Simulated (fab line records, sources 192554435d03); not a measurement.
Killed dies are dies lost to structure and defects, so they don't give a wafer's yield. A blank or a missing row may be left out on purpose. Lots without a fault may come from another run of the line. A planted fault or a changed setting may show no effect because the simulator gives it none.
Which tool did it? | flow n5_finfet | 24 lots, 72 wafers sampled, at 3 steps of a route of 1938

WHAT THE GAUGES READ, wafer by wafer
N5_BEOL_M5_CD_MEAS_28: target cd 30.6 nm, target cd y 20 nm.
lot  | measured     | on        | cd_nm (nm)
L074 | day 8 15:13  | cd_sem-01 | 30.18 30.48 30.19
L075 | day 8 23:05  | cd_sem-01 | 30.59 30.12 30.51
L077 | day 8 23:16  | cd_sem-03 | 30.48 30.63 30.68
L076 | day 8 22:55  | cd_sem-01 | 30.85 30.72 30.28
L078 | day 10 00:06 | cd_sem-03 | 30.69 30.70 30.56
L079 | day 10 02:58 | cd_sem-01 | 30.70 30.70 30.92
L080 | day 10 09:01 | cd_sem-03 | 30.26 30.56 30.45
L081 | day 10 12:36 | cd_sem-02 | 30.66 30.98 30.60
L082 | day 10 16:16 | cd_sem-01 | 30.78 30.72 30.66
L085 | day 11 03:23 | cd_sem-03 | 30.23 30.91 30.55
L083 | day 11 05:31 | cd_sem-02 | 30.78 30.60 30.43
L084 | day 11 11:44 | cd_sem-01 | 31.09 30.58 30.67
L087 | day 11 11:55 | cd_sem-03 | 30.57 30.50 30.50
L086 | day 11 17:28 | cd_sem-03 | 30.71 30.75 30.57
L088 | day 11 22:01 | cd_sem-03 | 31.02 30.99 30.74
L089 | day 12 05:01 | cd_sem-01 | 30.20 30.88 30.40
L090 | day 12 20:08 | cd_sem-01 | 30.59 30.66 30.72
L092 | day 13 04:37 | cd_sem-01 | 30.45 30.44 30.58
L091 | day 13 04:26 | cd_sem-01 | 31.13 30.38 30.19
L093 | day 13 10:35 | cd_sem-03 | 30.59 30.58 30.40
L094 | day 13 20:45 | cd_sem-01 | 30.59 30.85 30.43
L097 | day 14 03:35 | cd_sem-03 | 30.43 30.78 30.51
L095 | day 14 05:53 | cd_sem-02 | 30.73 30.15 30.51
L096 | day 14 05:43 | cd_sem-02 | 30.72 30.99 30.72

N5_BEOL_M5_INSPECT_30: inspects for defects (brightfield).
lot  | measured     | on                | raw_defect_count
L074 | day 8 15:17  | defect_inspect-01 | 367 338 403
L075 | day 8 23:11  | defect_inspect-02 | 614 409 339
L077 | day 8 23:21  | defect_inspect-01 | 458 390 422
L076 | day 8 23:00  | defect_inspect-02 | 508 451 330
L078 | day 10 00:11 | defect_inspect-01 | 532 432 402
L079 | day 10 03:03 | defect_inspect-01 | 621 601 497
L080 | day 10 09:07 | defect_inspect-01 | 339 323 722
L081 | day 10 12:41 | defect_inspect-02 | 349 363 484
L082 | day 10 16:22 | defect_inspect-01 | 406 435 380
L085 | day 11 03:28 | defect_inspect-01 | 555 486 365
L083 | day 11 05:37 | defect_inspect-02 | 427 512 445
L084 | day 11 11:50 | defect_inspect-01 | 375 470 359
L087 | day 11 12:00 | defect_inspect-02 | 645 452 361
L086 | day 11 17:33 | defect_inspect-01 | 413 363 438
L088 | day 11 22:07 | defect_inspect-02 | 480 359 438
L089 | day 12 05:07 | defect_inspect-02 | 334 311 290
L090 | day 12 20:13 | defect_inspect-02 | 413 543 337
L092 | day 13 04:43 | defect_inspect-01 | 404 362 366
L091 | day 13 04:32 | defect_inspect-02 | 415 461 540
L093 | day 13 10:40 | defect_inspect-02 | 455 409 435
L094 | day 13 20:50 | defect_inspect-01 | 341 304 307
L097 | day 14 03:41 | defect_inspect-02 | 309 292 248
L095 | day 14 05:59 | defect_inspect-01 | 462 264 302
L096 | day 14 05:49 | defect_inspect-01 | 348 357 337

WHICH TOOL RAN EACH LOT (tool, then ch and the chambers of the sampled wafers, then the start)
lot  | N5_BEOL_M4_SPUTTER_94
L074 | pvd_sputter-01, day 8 10:34
L075 | pvd_sputter-02, day 8 15:26
L077 | pvd_sputter-01, day 8 17:31
L076 | pvd_sputter-02, day 8 17:38
L078 | pvd_sputter-03, day 9 16:22
L079 | pvd_sputter-02, day 9 20:59
L080 | pvd_sputter-03, day 10 03:18
L081 | pvd_sputter-02, day 10 06:15
L082 | pvd_sputter-02, day 10 10:25
L085 | pvd_sputter-03, day 10 20:36
L083 | pvd_sputter-01, day 10 23:38
L084 | pvd_sputter-03, day 11 03:13
L087 | pvd_sputter-03, day 11 05:03
L086 | pvd_sputter-01, day 11 08:20
L088 | pvd_sputter-02, day 11 15:15
L089 | pvd_sputter-02, day 11 22:35
L090 | pvd_sputter-03, day 12 14:11
L092 | pvd_sputter-01, day 12 18:37
L091 | pvd_sputter-03, day 12 19:51
L093 | pvd_sputter-03, day 12 22:44
L094 | pvd_sputter-02, day 13 14:39
L097 | pvd_sputter-02, day 13 22:02
L095 | pvd_sputter-03, day 13 22:16
L096 | pvd_sputter-01, day 14 00:28
- N5_BEOL_M4_SPUTTER_94: material Cu, target thk 4.5 nm, time 8.29 s.

WHAT THE TOOLS THEMSELVES READ (means of the sampled wafers that have a number; where no wafer has one, the mark that the record gives instead)
N5_BEOL_M4_SPUTTER_94.
lot  | tool           | throttle_valve_pct (%)
L074 | pvd_sputter-01 | 28.8
L075 | pvd_sputter-02 | 30.4
L077 | pvd_sputter-01 | 29.7
L076 | pvd_sputter-02 | 29.3
L078 | pvd_sputter-03 | 29.7
L079 | pvd_sputter-02 | 29.9
L080 | pvd_sputter-03 | 28.8
L081 | pvd_sputter-02 | 29.3
L082 | pvd_sputter-02 | 29.6
L085 | pvd_sputter-03 | 28.8
L083 | pvd_sputter-01 | 29.1
L084 | pvd_sputter-03 | 30.7
L087 | pvd_sputter-03 | 29.7
L086 | pvd_sputter-01 | 28.8
L088 | pvd_sputter-02 | 30.8
L089 | pvd_sputter-02 | 30.4
L090 | pvd_sputter-03 | 29.8
L092 | pvd_sputter-01 | 28.9
L091 | pvd_sputter-03 | 29.6
L093 | pvd_sputter-03 | 29.7
L094 | pvd_sputter-02 | 30.2
L097 | pvd_sputter-02 | 30.4
L095 | pvd_sputter-03 | 29.7
L096 | pvd_sputter-01 | 29.6

THE ANSWER, worked out from the rows above alone
Rule: what is usual is taken from the lots themselves. Put in order of their means at a reading, lots are off if they are a third of the lots or fewer, leave a main group of 4 or more, and stand apart from it by a gap of 3 or more times the standard deviation of the main group's means; of several such gaps the widest counts. A main group whose means are all the same, to the digits that the tables above print for the reading, isn't used. A lot without any number at a reading at which 4 lots or more have one is off too. The other lots that the step has rows for count as sound. The gauges are gone through in route order, then the tools' own readings, and for those a lot's mean is taken as printed above. The first step at which some lot is off is used, and at that step the reading that is off furthest; a lot without a number counts as furthest.
No lot is off at any reading shown: from this, nothing can be told.

WHAT THE SIMULATOR HAD PUT IN
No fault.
